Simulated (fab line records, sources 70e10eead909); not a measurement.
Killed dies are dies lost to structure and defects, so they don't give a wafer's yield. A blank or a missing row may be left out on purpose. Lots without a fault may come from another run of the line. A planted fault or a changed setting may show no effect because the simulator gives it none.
Chamber matching | flow nand_harc | NHARC_P_M0_PRE_CLEAN_31 on pecvd-03: 3 sister chambers
The step time 12 s. 20 wafers are shown with their chamber, then 10 later ones without.

WAFERS WITH THEIR CHAMBER
wafer  | chamber | heater_power_w (W)
L075.2 | 1       | 612
L075.4 | 0       | 759
L075.5 | 2       | 593
L076.1 | 0       | 774
L076.2 | 1       | 542
L076.4 | 0       | 788
L078.1 | 1       | 565
L078.3 | 0       | 762
L078.4 | 1       | 583
L081.3 | 1       | 499
L081.5 | 2       | 703
L081.6 | 0       | 806
L086.2 | 1       | 603
L086.5 | 0       | 849
L086.6 | 2       | 665
L087.3 | 0       | 753
L087.5 | 2       | 711
L087.6 | 1       | 607
L088.1 | 0       | 804
L088.3 | 2       | 694

SIGNATURES (means of the wafers above)
reading        | chamber 0 | chamber 1 | chamber 2 | scatter within a chamber
heater_power_w | 786.88    | 573.00    | 673.20    | 39.6
Rule: a wafer's distance from a chamber is the root of the sum, over the readings, of the square of ((its reading less the chamber's mean) divided by the reading's scatter). The wafer belongs to the nearest chamber; if the next one is less than 2 further off, it can't be placed. The scatter: the root of (the sum of the squares of (reading less its chamber's mean) over the shown wafers, divided by (wafers less chambers)).

WAFERS WITHOUT THEIR CHAMBER
wafer  | heater_power_w (W)
L088.6 | 636
L089.1 | 702
L089.4 | 694
L089.5 | 750
L092.1 | 853
L092.2 | 698
L092.5 | 855
L095.2 | 573
L095.4 | 581
L095.5 | 707

WHICH CHAMBER EACH WENT THROUGH
wafer  | from the rows above     | in truth
L088.6 | can't be placed: 2 or 1 | 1
L089.1 | can't be placed: 2 or 0 | 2
L089.4 | can't be placed: 2 or 0 | 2
L089.5 | can't be placed: 0 or 2 | 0
L092.1 | 0                       | 0
L092.2 | can't be placed: 2 or 0 | 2
L092.5 | 0                       | 0
L095.2 | 1                       | 1
L095.4 | 1                       | 1
L095.5 | can't be placed: 2 or 0 | 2
Placed correctly: 4 of 10. Can't be placed from these rows: 6 (the true chamber is among the candidates in 6). Placed wrongly: 0.
